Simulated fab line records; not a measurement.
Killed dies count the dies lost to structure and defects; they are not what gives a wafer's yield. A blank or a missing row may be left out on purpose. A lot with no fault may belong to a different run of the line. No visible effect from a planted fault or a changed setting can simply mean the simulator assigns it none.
fab line records	flow nand-harc
record lots=24	wafers=72	last-day=26
route steps=1159 shown A_CONTACT@913 A_BLC@977 A_M1@1037
lots that met no fault: taken from a fault-free run of the same line
start-h: hours from the record's first day to the start of the lot's first wafer shown	wait-h: hours elapsed since this lot's preceding step	" identical to the entry in the row above	L1.1+2: several wafers, shown together as one row	- no value, or no start given	* or withheld: withheld	< > ~ a bound
route shown NAME@n: NAME is a module with steps in the file, n the number in the route of the first one	usual: the fault-free wafers' mean and standard deviation	same: alike in all rows	chamber/n: place in a boat	sites: per-site readings	_std_site: the values' standard deviation	_edge_site: outer sites' mean less inner sites'	radius-mm: for every site, how far away it sits from the centre of the wafer	mask NAME#n: copy n	behind: the most recent tool/chamber to have shaped the wafer	hold: why the lot was held/for how many hours/how that ended	device: whichever transistor did not switch (one of n, p or np)	end of line: the same wafers' tests at the end of the route	step lacking rows: just its recipe	killed: dies that structure and defects cost at the first sort, which is not the same as the wafer's yield	map: shows each die of a wafer: x if killed, . if not, _ if none is there
set.NAME: the setting as run; set.NAME@STEP: as run at that earlier step	model.NAME: the simulator's own value behind a step, which no gauge read
route steps across a sampled set of lots; one table per step, one row per wafer
services: when a tool's chamber went out of use (start-h, in hours from the record's first day, below 0 if earlier), for how many hours, and the reason
## steps
# step NHARC_A_CONTACT_ETCH_133
# recipe source-w=withheld	pressure-mtorr=20	bias-v=400	time-s=195	target-depth-a=8400	ar-flow-sccm=withheld	c4f8-flow-sccm=11.5	o2-flow-sccm=7.2	chemistry=C4F8/O2/Ar
# usual oes-air-line-au=0.999/0.019
lot.wafer	tool	chamber	start-h	wait-h	oes-air-line-au	rf-hours-counter-h
L074.3	har-cap-etch-01	1	398.49	0.2	0.986	-
L074.4	"	0	"	"	0.995	-
L074.5	"	0	"	"	1.026	-
L075.1	har-cap-etch-03	0	403.83	0.1	1.009	85
L075.3	"	0	"	"	1.014	-
L075.6	"	0	"	"	0.984	-
L076.2	har-cap-etch-02	1	405.44	0.2	0.978	13
L076.1	"	0	"	"	1.006	13
L076.5	"	0	"	"	1.042	-
L078.2	har-cap-etch-01	0	422.43	0.2	1.003	59
L078.6	"	1	"	"	0.988	-
L078.5	"	0	"	"	1.018	-
L077.1	har-cap-etch-02	0	431.14	0.2	0.998	17
L077.3	"	1	"	"	1.011	-
L077.5	"	0	"	"	1.010	-
L079.2	har-cap-etch-01	0	436.70	0.2	0.964	62
L079.1	"	1	"	"	1.021	62
L079.6	"	0	"	"	0.992	-
L080.1	har-cap-etch-01	1	439.60	0.2	1.018	63
L080.4	"	1	"	"	1.028	-
L080.5	"	1	"	"	1.000	-
L081.2	har-cap-etch-03	0	442.34	0.1	1.008	92
L081.4	"	0	"	"	0.998	-
L081.3	"	1	"	"	0.972	-
L083.2	har-cap-etch-01	0	447.19	0.2	1.009	64
L083.4	"	1	"	"	0.969	-
L083.5	"	0	"	"	1.032	-
L082.2	har-cap-etch-02	0	448.13	0.2	1.002	21
L082.3	"	1	"	"	1.032	-
L082.6	"	0	"	"	0.990	-
L084.2	har-cap-etch-01	1	476.49	0.2	0.996	68
L084.4	"	0	"	"	1.024	-
L084.6	"	0	"	"	1.015	-
L085.4	har-cap-etch-02	0	483.13	0.2	0.997	-
L085.3	"	1	"	"	0.979	-
L085.5	"	0	"	"	0.988	-
L088.1	har-cap-etch-01	0	484.47	0.1	0.996	69
L088.3	"	1	"	"	1.025	-
L088.6	"	1	"	"	0.989	-
L091.2	har-cap-etch-02	1	491.68	0.1	1.014	26
L091.3	"	1	"	"	1.015	-
L091.4	"	0	"	"	1.007	-
L087.2	har-cap-etch-02	0	500.00	0.2	0.997	28
L087.3	"	1	"	"	0.986	-
L087.5	"	0	"	"	0.992	-
L089.2	har-cap-etch-01	0	507.45	0.1	0.944	73
L089.4	"	0	"	"	0.988	-
L089.3	"	1	"	"	0.975	-
L092.2	har-cap-etch-03	0	513.05	0.1	0.993	102
L092.4	"	1	"	"	1.003	-
L092.5	"	0	"	"	1.030	-
L090.1	har-cap-etch-01	1	517.36	0.1	0.992	76
L090.2	"	0	"	"	0.954	76
L090.5	"	0	"	"	0.958	-
L095.1	har-cap-etch-02	0	517.87	0.1	1.014	32
L095.4	"	0	"	"	1.001	-
L095.5	"	1	"	"	1.001	-
L094.2	har-cap-etch-01	1	520.31	0.1	0.990	78
L094.1	"	0	"	"	1.018	78
L094.3	"	1	"	"	0.987	-
L093.4	har-cap-etch-02	1	520.68	0.2	1.031	-
L093.3	"	0	"	"	0.982	-
L093.6	"	0	"	"	0.994	-
L086.1	har-cap-etch-03	0	523.10	0.2	1.007	105
L086.2	"	1	"	"	0.990	105
L086.6	"	1	"	"	1.026	-
L096.1	har-cap-etch-02	1	534.62	0.2	1.007	37
L096.2	"	0	"	"	1.003	37
L096.4	"	0	"	"	0.986	-
L097.2	har-cap-etch-03	0	536.06	0.1	0.954	108
L097.3	"	1	"	"	1.003	-
L097.5	"	0	"	"	0.985	-
# step NHARC_A_CONTACT_CD_MEAS_80
# usual cd-nm=189.8/0.83
lot.wafer	tool	chamber	start-h	wait-h	cd-nm
L074.3	cd-sem-03	-	399.49	-	189.7
L074.4	"	-	"	"	190.3
L074.5	"	-	"	"	189.0
L075.1	cd-sem-02	-	404.62	-	188.6
L075.3	"	-	"	"	188.9
L075.6	"	-	"	"	189.0
L076.1	cd-sem-03	-	406.32	-	189.6
L076.2	"	-	"	"	189.7
L076.5	"	-	"	"	189.4
L078.2	cd-sem-01	-	423.27	-	189.7
L078.5	"	-	"	"	189.2
L078.6	"	-	"	"	190.7
L077.1	cd-sem-02	-	431.95	-	190.4
L077.3	"	-	"	"	189.6
L077.5	"	-	"	"	189.5
L079.1	cd-sem-02	-	437.86	-	190.3
L079.2	"	-	"	"	190.8
L079.6	"	-	"	"	190.4
L080.1	cd-sem-03	-	440.68	-	188.9
L080.4	"	-	"	"	188.5
L080.5	"	-	"	"	187.0
L081.2	cd-sem-02	-	443.13	-	190.1
L081.3	"	-	"	"	190.6
L081.4	"	-	"	"	190.1
L083.2	cd-sem-02	-	448.12	-	188.5
L083.4	"	-	"	"	189.3
L083.5	"	-	"	"	189.8
L082.2	cd-sem-03	-	448.95	-	189.8
L082.3	"	-	"	"	189.1
L082.6	"	-	"	"	188.3
L084.2	cd-sem-02	-	477.30	-	190.3
L084.4	"	-	"	"	189.5
L084.6	"	-	"	"	189.7
L085.3	cd-sem-03	-	483.83	-	189.9
L085.4	"	-	"	"	190.1
L085.5	"	-	"	"	189.3
L088.1	cd-sem-01	-	485.21	-	189.8
L088.3	"	-	"	"	190.0
L088.6	"	-	"	"	190.1
L091.2	cd-sem-02	-	492.46	-	190.5
L091.3	"	-	"	"	189.4
L091.4	"	-	"	"	189.3
L087.2	cd-sem-02	-	500.82	-	188.9
L087.3	"	-	"	"	188.5
L087.5	"	-	"	"	187.6
L089.2	cd-sem-03	-	508.24	-	189.5
L089.3	"	-	"	"	189.5
L089.4	"	-	"	"	190.1
L092.2	cd-sem-01	-	513.92	-	191.6
L092.4	"	-	"	"	190.8
L092.5	"	-	"	"	191.4
L090.1	cd-sem-03	-	518.19	-	191.5
L090.2	"	-	"	"	191.1
L090.5	"	-	"	"	190.6
L095.1	cd-sem-02	-	518.78	-	189.6
L095.4	"	-	"	"	189.6
L095.5	"	-	"	"	189.7
L094.1	cd-sem-03	-	521.10	-	189.1
L094.2	"	-	"	"	190.0
L094.3	"	-	"	"	191.1
L093.3	cd-sem-03	-	521.37	-	190.0
L093.4	"	-	"	"	190.2
L093.6	"	-	"	"	190.0
L086.1	cd-sem-02	-	524.14	-	189.9
L086.2	"	-	"	"	191.0
L086.6	"	-	"	"	190.2
L096.1	cd-sem-03	-	535.51	-	190.0
L096.2	"	-	"	"	189.2
L096.4	"	-	"	"	190.0
L097.2	cd-sem-01	-	536.86	-	190.0
L097.3	"	-	"	"	189.9
L097.5	"	-	"	"	189.5
# step NHARC_A_CONTACT_INSPECT_10
# usual raw-defect-count=28/15
lot.wafer	tool	chamber	start-h	wait-h	raw-defect-count
L074.3	defect-inspect-02	-	403.77	0.0	30
L074.4	"	-	"	"	25
L074.5	"	-	"	"	22
L075.1	defect-inspect-02	-	408.62	0.0	20
L075.3	"	-	"	"	21
L075.6	"	-	"	"	20
L076.1	defect-inspect-01	-	409.77	0.0	12
L076.2	"	-	"	"	6
L076.5	"	-	"	"	7
L078.2	defect-inspect-01	-	429.17	0.0	15
L078.5	"	-	"	"	31
L078.6	"	-	"	"	25
L077.1	defect-inspect-01	-	435.79	0.0	7
L077.3	"	-	"	"	7
L077.5	"	-	"	"	7
L079.1	defect-inspect-01	-	443.50	0.0	32
L079.2	"	-	"	"	21
L079.6	"	-	"	"	22
L080.1	defect-inspect-02	-	444.92	0.0	24
L080.4	"	-	"	"	27
L080.5	"	-	"	"	22
L081.2	defect-inspect-01	-	447.11	0.0	15
L081.3	"	-	"	"	16
L081.4	"	-	"	"	14
L083.2	defect-inspect-02	-	452.46	0.1	15
L083.4	"	-	"	"	14
L083.5	"	-	"	"	7
L082.2	defect-inspect-02	-	452.83	0.0	21
L082.3	"	-	"	"	25
L082.6	"	-	"	"	35
L084.2	defect-inspect-01	-	485.20	0.0	41
L084.4	"	-	"	"	44
L084.6	"	-	"	"	63
L085.3	defect-inspect-01	-	492.99	0.0	37
L085.4	"	-	"	"	25
L085.5	"	-	"	"	37
L088.1	defect-inspect-01	-	493.35	0.0	38
L088.3	"	-	"	"	37
L088.6	"	-	"	"	37
L091.2	defect-inspect-02	-	495.52	0.0	56
L091.3	"	-	"	"	56
L091.4	"	-	"	"	48
L087.2	defect-inspect-01	-	506.13	0.0	31
L087.3	"	-	"	"	43
L087.5	"	-	"	"	34
L089.2	defect-inspect-01	-	513.14	0.0	60
L089.3	"	-	"	"	48
L089.4	"	-	"	"	53
L092.2	defect-inspect-02	-	516.84	0.0	35
L092.4	"	-	"	"	35
L092.5	"	-	"	"	35
L090.1	defect-inspect-01	-	521.41	0.0	37
L090.2	"	-	"	"	35
L090.5	"	-	"	"	37
L095.1	defect-inspect-01	-	523.00	0.0	15
L095.4	"	-	"	"	15
L095.5	"	-	"	"	19
L094.1	defect-inspect-02	-	524.30	0.0	15
L094.2	"	-	"	"	6
L094.3	"	-	"	"	11
L093.3	defect-inspect-01	-	525.65	0.0	35
L093.4	"	-	"	"	46
L093.6	"	-	"	"	34
L086.1	defect-inspect-01	-	529.75	0.0	15
L086.2	"	-	"	"	7
L086.6	"	-	"	"	12
L096.1	defect-inspect-02	-	538.74	0.0	14
L096.2	"	-	"	"	13
L096.4	"	-	"	"	9
L097.2	defect-inspect-01	-	541.64	0.0	31
L097.3	"	-	"	"	36
L097.5	"	-	"	"	41
# step NHARC_A_CONTACT_ETCH_31
# recipe target-depth-a=20000	over-etch-frac=0.3	time-s=520	ion-energy-ev=150	o2-flow-sccm=400	cos-flow-sccm=20	ar-flow-sccm=0	rf-w=500	bias-w=300	chemistry=O2/COS
# usual drypump-motor-current-A=5.5/0.51	o2-flow-sccm=400.0/1.2	oes-product-au=1.002/0.0099	rf-vpp-V=314.2/2.2	showerhead-plenum-p-Torr=3.13/0.15	throttle-valve-pct=28.330/0.0086
lot.wafer	tool	chamber	start-h	wait-h	drypump-motor-current-A	o2-flow-sccm	oes-product-au	rf-hours-counter-h	rf-vpp-V	showerhead-plenum-p-Torr	throttle-valve-pct
L074.3	rie-diel-08	0	-	-	5.7	400.2	1.004	36	317.9	3.35	28.336
L074.4	"	1	"	"	5.4	400.1	1.007	31	315.8	3.19	28.339
L074.5	"	3	"	"	5.1	402.3	1.006	-	311.5	3.00	28.332
L075.1	rie-diel-13	0	-	-	5.1	399.0	0.991	21	313.3	2.97	28.325
L075.3	"	2	"	"	6.2	400.1	1.009	21	310.7	2.89	28.322
L075.6	"	0	"	"	5.2	402.3	1.000	-	311.9	2.97	28.330
L076.1	rie-diel-13	1	-	-	6.0	401.3	0.991	22	314.2	3.15	28.321
L076.2	"	3	"	"	5.6	399.2	1.006	22	315.3	3.24	28.332
L076.5	"	2	"	"	6.2	399.9	1.006	-	311.5	2.89	28.326
L078.2	rie-diel-08	0	-	-	5.7	398.6	0.998	48	316.0	3.35	28.340
L078.5	"	1	"	"	5.4	401.0	1.014	-	316.9	3.19	28.329
L078.6	"	2	"	"	4.9	400.8	1.005	-	317.2	3.25	28.330
L077.1	rie-diel-11	1	-	-	6.4	400.3	0.982	27	313.3	3.03	28.334
L077.3	"	2	"	"	6.0	401.7	0.986	26	312.2	3.06	28.336
L077.5	"	2	"	"	6.0	402.5	0.984	-	314.9	3.06	28.323
L079.1	rie-diel-08	3	-	-	5.1	398.1	1.003	47	311.4	2.99	28.331
L079.2	"	1	"	"	5.4	399.7	1.007	49	314.2	3.18	28.315
L079.6	"	2	"	"	4.9	399.5	0.998	-	316.2	3.25	28.327
L080.1	rie-diel-08	3	-	-	5.1	402.4	1.008	48	312.0	2.99	28.333
L080.4	"	2	"	"	4.9	400.4	1.005	56	316.0	3.25	28.333
L080.5	"	0	"	"	5.7	399.0	0.995	-	316.6	3.34	28.325
L081.4	rie-diel-08	2	-	-	4.9	399.5	1.001	56	316.8	3.25	28.330
L081.2	"	3	"	"	5.1	399.0	0.999	49	312.7	2.99	28.326
L081.3	"	1	"	"	5.4	400.0	1.004	50	316.7	3.18	28.320
L083.2	rie-diel-08	2	-	-	4.9	401.4	1.006	58	317.2	3.25	28.325
L083.4	"	3	"	"	5.1	399.7	1.000	51	312.4	2.99	28.327
L083.5	"	1	"	"	5.4	396.8	1.018	-	316.0	3.18	28.334
L082.3	rie-diel-11	3	-	-	4.8	399.5	0.986	34	312.3	2.94	28.347
L082.2	"	1	"	"	6.4	401.0	0.979	34	313.8	3.03	28.324
L082.6	"	0	"	"	5.9	399.3	0.995	-	311.7	2.90	28.327
L084.4	rie-diel-13	1	-	-	6.0	399.3	0.990	4	312.8	3.15	28.327
L084.2	"	3	"	"	5.6	402.6	0.991	5	316.0	3.23	28.323
L084.6	"	1	"	"	6.0	398.9	1.000	-	314.1	3.15	28.328
L085.4	rie-diel-13	2	-	-	6.2	399.3	1.025	6	317.5	3.37	28.331
L085.3	"	3	"	"	5.6	400.7	1.001	6	316.5	3.23	28.320
L085.5	"	2	"	"	6.2	397.9	1.013	-	317.5	3.37	28.323
L088.1	rie-diel-08	2	-	-	4.9	400.8	1.000	1	315.6	3.24	28.330
L088.3	"	3	"	"	5.1	401.0	0.996	2	310.9	2.98	28.321
L088.6	"	0	"	"	5.7	401.1	0.995	-	317.1	3.34	28.354
L091.4	rie-diel-11	1	-	-	6.4	399.6	0.997	50	313.0	3.02	28.302
L091.2	"	2	"	"	6.0	398.7	0.993	50	312.5	3.05	28.342
L091.3	"	3	"	"	4.9	403.0	0.998	51	311.8	2.93	28.326
L087.2	rie-diel-13	0	-	-	5.1	400.3	1.004	7	311.0	2.96	28.325
L087.3	"	3	"	"	5.6	400.3	0.999	7	316.1	3.23	28.328
L087.5	"	1	"	"	6.1	399.9	1.008	-	312.8	3.15	28.326
L089.3	rie-diel-13	2	-	-	6.2	401.3	1.022	9	315.7	3.37	28.326
L089.4	"	3	"	"	5.6	399.9	0.997	10	316.0	3.23	28.331
L089.2	"	1	"	"	6.1	401.5	1.011	8	314.7	3.15	28.328
L092.4	rie-diel-11	1	-	-	6.4	400.4	1.010	57	312.6	3.02	28.341
L092.2	"	3	"	"	4.8	398.3	1.001	58	310.8	2.93	28.322
L092.5	"	0	"	"	6.0	401.2	1.008	-	310.4	2.89	28.326
L090.1	rie-diel-13	3	-	-	5.6	400.3	1.001	12	315.1	3.23	28.322
L090.2	"	0	"	"	5.1	399.6	1.005	11	312.1	2.96	28.325
L090.5	"	1	"	"	6.0	399.0	1.002	-	316.1	3.15	28.341
L095.1	rie-diel-08	2	-	-	4.9	398.9	1.002	12	315.9	3.24	28.323
L095.4	"	3	"	"	5.1	398.6	1.015	12	314.1	2.98	28.335
L095.5	"	3	"	"	5.1	397.7	1.004	-	312.7	2.98	28.334
L094.2	rie-diel-08	1	-	-	5.4	400.9	0.986	12	315.0	3.17	28.328
L094.3	"	2	"	"	4.9	399.2	0.997	13	316.3	3.24	28.332
L094.1	"	3	"	"	5.1	398.3	1.007	12	310.0	2.98	28.332
L093.4	rie-diel-08	2	-	-	4.9	400.4	0.999	14	315.0	3.24	28.320
L093.3	"	3	"	"	5.1	401.1	1.007	13	311.7	2.98	28.330
L093.6	"	3	"	"	5.1	400.9	0.997	-	311.9	2.97	28.336
L086.2	rie-diel-08	0	-	-	5.7	401.0	0.997	14	317.9	3.33	28.330
L086.1	"	1	"	"	5.4	398.3	0.988	15	313.8	3.17	28.335
L086.6	"	3	"	"	5.1	401.4	1.001	-	311.1	2.97	28.334
L096.1	rie-diel-11	2	-	-	6.0	402.3	1.001	66	313.3	3.04	28.332
L096.4	"	3	"	"	4.8	400.8	0.996	68	312.1	2.93	28.307
L096.2	"	0	"	"	5.9	402.0	1.009	68	311.1	2.89	28.334
L097.3	rie-diel-13	2	-	-	6.2	400.0	1.015	16	317.0	3.36	28.336
L097.2	"	1	"	"	6.1	400.8	0.987	16	314.8	3.14	28.339
L097.5	"	3	"	"	5.6	400.9	1.013	-	314.4	3.22	28.327
# step NHARC_A_BLC_DESCUM_15
# recipe time-s=3	o2-flow-sccm=200	ar-flow-sccm=0	bias-power-w=0	chemistry=O2
# usual drypump-motor-current-A=5.8/0.37	o2-flow-sccm=200.0/0.63	oes-product-au=1.004/0.009	rf-vpp-V=57.8/0.88	showerhead-plenum-p-Torr=1.91/0.1	throttle-valve-pct=11.311/0.01
lot.wafer	tool	chamber	start-h	wait-h	drypump-motor-current-A	o2-flow-sccm	oes-product-au	rf-hours-counter-h	rf-vpp-V	showerhead-plenum-p-Torr	throttle-valve-pct
L074.4	rie-diel-12	1	411.70	0.1	6.0	200.6	1.006	13	59.2	2.00	11.311
L074.3	"	2	"	"	5.1	200.7	1.013	12	58.7	1.77	11.327
L074.5	"	1	"	"	6.0	200.0	1.002	-	58.1	2.00	11.313
L075.1	rie-diel-02	1	415.01	0.1	6.1	199.4	1.015	7	58.2	1.79	11.316
L075.3	"	2	"	"	5.3	199.2	1.000	7	57.5	1.88	11.308
L075.6	"	0	"	"	5.5	199.1	0.994	-	57.4	1.93	11.308
L076.2	rie-diel-02	1	416.09	0.1	6.1	199.0	0.995	7	58.8	1.80	11.319
L076.1	"	3	"	"	6.1	199.7	1.005	8	56.5	1.77	11.331
L076.5	"	1	"	"	6.0	198.8	0.998	-	57.9	1.80	11.315
L078.2	rie-diel-04	2	443.30	0.1	5.8	200.4	0.995	12	60.0	2.06	11.319
L078.5	"	2	"	"	5.8	200.9	1.001	-	58.0	2.06	11.314
L078.6	"	3	"	"	6.2	200.4	1.021	-	58.2	1.88	11.308
L077.3	rie-diel-02	1	443.46	0.1	6.1	200.1	1.003	10	58.2	1.79	11.314
L077.1	"	0	"	"	5.5	200.5	0.994	11	57.1	1.93	11.312
L077.5	"	2	"	"	5.4	200.3	0.994	-	56.7	1.88	11.312
L079.2	rie-diel-04	1	449.57	0.1	5.2	200.2	1.004	14	58.3	2.03	11.304
L079.1	"	3	"	"	6.2	200.1	1.016	13	56.7	1.88	11.327
L079.6	"	1	"	"	5.2	201.1	1.002	-	58.3	2.03	11.311
L080.4	rie-diel-02	3	451.33	0.1	6.2	200.5	1.022	12	58.2	1.77	11.309
L080.1	"	0	"	"	5.5	200.0	0.999	13	57.7	1.93	11.332
L080.5	"	1	"	"	6.1	200.2	1.004	-	56.9	1.79	11.306
L081.4	rie-diel-02	3	453.38	0.1	6.2	199.7	1.010	12	55.7	1.77	11.300
L081.2	"	0	"	"	5.5	200.2	0.998	13	57.0	1.93	11.318
L081.3	"	1	"	"	6.1	201.2	1.002	12	57.0	1.79	11.313
L083.2	rie-diel-12	0	460.37	0.1	6.4	199.8	1.001	36	56.6	1.82	11.302
L083.4	"	2	"	"	5.2	199.6	1.018	34	57.6	1.77	11.312
L083.5	"	3	"	"	6.1	198.9	1.008	-	59.4	1.98	11.318
L082.3	rie-diel-02	0	460.99	0.1	5.5	199.3	1.000	14	57.1	1.93	11.310
L082.2	"	2	"	"	5.4	199.5	1.012	12	56.5	1.87	11.334
L082.6	"	0	"	"	5.5	199.1	0.998	-	56.4	1.93	11.303
L084.4	rie-diel-04	1	497.69	0.1	5.2	200.0	1.006	2	57.6	2.03	11.309
L084.2	"	2	"	"	5.8	199.3	1.004	2	58.2	2.05	11.306
L084.6	"	3	"	"	6.2	199.9	1.011	-	58.3	1.88	11.316
L085.3	rie-diel-04	1	510.35	0.1	5.2	200.7	1.005	3	57.6	2.03	11.301
L085.4	"	3	"	"	6.2	201.0	1.015	4	57.7	1.88	11.309
L085.5	"	0	"	"	5.7	199.1	1.008	-	59.3	2.04	11.297
L088.3	rie-diel-12	1	511.01	0.1	6.0	201.9	1.003	54	56.8	1.98	11.302
L088.1	"	2	"	"	5.2	200.1	1.015	51	56.4	1.76	11.302
L088.6	"	1	"	"	6.0	200.6	1.005	-	58.5	1.98	11.315
L091.4	rie-diel-04	2	511.83	0.1	5.8	200.4	1.000	3	58.4	2.05	11.310
L091.2	"	3	"	"	6.2	199.6	1.018	4	58.3	1.88	11.321
L091.3	"	0	"	"	5.7	199.7	1.009	4	56.9	2.04	11.325
L087.3	rie-diel-04	2	516.49	0.1	5.8	199.8	1.001	4	58.0	2.05	11.315
L087.2	"	3	"	"	6.2	200.9	1.009	5	57.4	1.88	11.309
L087.5	"	1	"	"	5.2	200.0	1.005	-	59.6	2.02	11.307
L089.4	rie-diel-02	3	523.89	0.1	6.1	200.3	1.009	0	56.2	1.77	11.308
L089.3	"	0	"	"	5.5	200.1	0.999	0	58.3	1.93	11.308
L089.2	"	2	"	"	5.3	200.5	0.992	0	57.3	1.87	11.305
L092.4	rie-diel-02	2	529.60	0.1	5.3	199.3	0.990	1	57.5	1.87	11.322
L092.2	"	0	"	"	5.5	199.3	1.000	1	57.3	1.93	11.318
L092.5	"	1	"	"	6.1	200.3	1.006	-	57.2	1.79	11.308
L090.2	rie-diel-02	1	537.46	0.1	6.1	200.4	0.998	1	58.0	1.79	11.297
L090.1	"	2	"	"	5.3	200.3	0.994	2	58.2	1.87	11.317
L090.5	"	0	"	"	5.5	199.3	0.999	-	57.8	1.93	11.300
L095.1	rie-diel-12	1	538.21	0.1	6.0	199.2	1.001	65	58.7	1.98	11.313
L095.4	"	3	"	"	6.1	199.7	1.008	-	57.7	1.97	11.321
L095.5	"	1	"	"	6.0	200.0	0.998	-	58.3	1.98	11.309
L094.2	rie-diel-04	0	538.34	0.1	5.7	199.4	1.004	6	57.5	2.04	11.287
L094.3	"	2	"	"	5.8	200.2	0.993	5	58.0	2.05	11.320
L094.1	"	3	"	"	6.2	199.5	1.000	6	57.3	1.88	11.305
L093.3	rie-diel-04	3	539.51	0.1	6.2	199.5	1.014	7	56.0	1.88	11.303
L093.4	"	0	"	"	5.7	200.0	1.015	7	58.9	2.04	11.313
L093.6	"	2	"	"	5.8	201.2	1.010	-	57.9	2.05	11.323
L086.1	rie-diel-04	0	544.30	0.1	5.7	201.2	1.011	7	57.4	2.04	11.316
L086.2	"	2	"	"	5.8	199.9	1.002	6	57.0	2.05	11.320
L086.6	"	3	"	"	6.2	200.2	1.008	-	57.9	1.88	11.324
L096.1	rie-diel-02	1	551.95	0.1	6.1	199.7	1.010	3	57.6	1.79	11.308
L096.4	"	2	"	"	5.3	200.5	0.979	3	57.6	1.87	11.311
L096.2	"	3	"	"	6.2	199.5	1.019	3	58.5	1.77	11.285
L097.2	rie-diel-02	0	552.82	0.1	5.5	199.9	0.996	3	57.6	1.93	11.308
L097.3	"	3	"	"	6.2	199.8	1.015	3	57.6	1.77	11.318
L097.5	"	1	"	"	6.0	200.3	0.996	-	57.1	1.79	11.302
# step NHARC_A_M1_OVL_MEAS_10
# recipe pitch-nm=240
# usual overlay-x-nm=-0.3/0.7	overlay-y-nm=0.2/0.89
lot.wafer	tool	chamber	start-h	wait-h	overlay-x-nm	overlay-y-nm
L074.3	overlay-02	-	421.69	-	-1.1	-0.3
L074.4	"	-	"	"	-1.2	-0.1
L074.5	"	-	"	"	-1.6	-0.1
L075.1	overlay-01	-	428.94	-	0.4	0.6
L075.3	"	-	"	"	0.4	0.5
L075.6	"	-	"	"	0.3	-0.1
L076.1	overlay-02	-	429.10	-	-0.9	0.1
L076.2	"	-	"	"	-0.9	0.0
L076.5	"	-	"	"	-0.7	-0.2
L078.2	overlay-02	-	451.45	-	0.0	-1.0
L078.5	"	-	"	"	-0.3	-1.4
L078.6	"	-	"	"	-0.2	-1.2
L077.1	overlay-02	-	452.46	-	0.0	-0.1
L077.3	"	-	"	"	-0.6	0.1
L077.5	"	-	"	"	-0.6	0.2
L079.1	overlay-01	-	458.65	-	0.9	-1.6
L079.2	"	-	"	"	0.0	-1.8
L079.6	"	-	"	"	0.6	-1.9
L080.1	overlay-01	-	461.73	-	0.4	0.4
L080.4	"	-	"	"	0.1	-0.4
L080.5	"	-	"	"	0.5	-0.7
L081.2	overlay-01	-	462.47	-	0.5	-0.8
L081.3	"	-	"	"	0.6	-0.3
L081.4	"	-	"	"	1.1	-0.4
L082.2	overlay-02	-	474.61	-	-1.1	0.8
L082.3	"	-	"	"	-1.1	0.6
L082.6	"	-	"	"	-1.7	0.8
L083.2	overlay-01	-	474.88	-	-0.9	-0.3
L083.4	"	-	"	"	-1.2	-0.6
L083.5	"	-	"	"	-1.2	0.0
L084.2	overlay-02	-	516.21	-	0.4	-1.2
L084.4	"	-	"	"	0.3	-0.8
L084.6	"	-	"	"	-0.5	-0.9
L085.3	overlay-01	-	526.89	-	-0.4	-0.3
L085.4	"	-	"	"	0.5	0.2
L085.5	"	-	"	"	0.1	-0.2
L088.1	overlay-01	-	527.28	-	0.0	0.3
L088.3	"	-	"	"	-0.2	1.0
L088.6	"	-	"	"	-0.4	1.1
L091.2	overlay-01	-	527.77	-	0.5	2.2
L091.3	"	-	"	"	-0.3	2.0
L091.4	"	-	"	"	-0.2	1.4
L087.2	overlay-02	-	531.79	-	-1.1	0.2
L087.3	"	-	"	"	-1.5	1.2
L087.5	"	-	"	"	-0.4	1.1
L089.2	overlay-01	-	542.15	-	-0.5	0.7
L089.3	"	-	"	"	-0.8	1.1
L089.4	"	-	"	"	-0.4	1.0
L092.2	overlay-02	-	543.76	-	-0.6	1.1
L092.4	"	-	"	"	-0.9	1.2
L092.5	"	-	"	"	-0.1	1.4
L090.1	overlay-01	-	549.37	-	0.2	0.3
L090.2	"	-	"	"	0.4	0.3
L090.5	"	-	"	"	0.8	0.0
L095.1	overlay-02	-	549.77	-	1.4	0.2
L095.4	"	-	"	"	0.6	0.2
L095.5	"	-	"	"	0.9	0.5
L094.1	overlay-02	-	550.13	-	-0.2	-0.4
L094.2	"	-	"	"	0.5	0.1
L094.3	"	-	"	"	-0.2	0.7
L093.3	overlay-02	-	555.84	-	-0.8	-0.7
L093.4	"	-	"	"	-1.2	-0.3
L093.6	"	-	"	"	-1.0	-0.4
L086.1	overlay-01	-	563.80	-	-0.4	0.4
L086.2	"	-	"	"	-0.1	0.2
L086.6	"	-	"	"	0.0	0.1
L096.1	overlay-02	-	565.70	-	0.2	0.3
L096.2	"	-	"	"	-0.3	0.4
L096.4	"	-	"	"	0.3	-0.3
L097.2	overlay-01	-	566.43	-	-0.9	1.3
L097.3	"	-	"	"	-0.6	1.9
L097.5	"	-	"	"	-1.1	1.4
## services
tool	chamber	start-h	hours	kind
har-cap-etch-01	-	380.24	0.8	repair
rie-diel-12	-	380.27	9.0	pm
rie-diel-08	0	385.79	-	clean
rie-diel-08	1	385.79	-	clean
rie-diel-08	2	385.79	-	clean
rie-diel-08	3	385.79	-	clean
rie-diel-02	0	386.34	-	clean
rie-diel-02	1	386.34	-	clean
rie-diel-12	3	413.28	24.8	repair
rie-diel-04	2	417.78	2.6	repair
rie-diel-04	2	428.72	7.5	repair
rie-diel-02	3	431.82	3.5	repair
rie-diel-12	3	451.21	7.5	repair
rie-diel-13	-	453.08	9.0	pm
har-cap-etch-01	-	461.43	0.5	repair
rie-diel-04	-	466.07	9.0	pm
har-cap-etch-03	-	467.09	0.3	repair
rie-diel-08	-	480.12	9.0	pm
rie-diel-11	1	492.62	4.0	repair
rie-diel-02	-	505.34	9.0	pm
rie-diel-13	0	526.94	4.7	repair
rie-diel-12	0	528.89	10.7	repair
har-cap-etch-03	-	545.00	17.0	pm
rie-diel-11	-	545.08	9.0	pm
## key
fault none
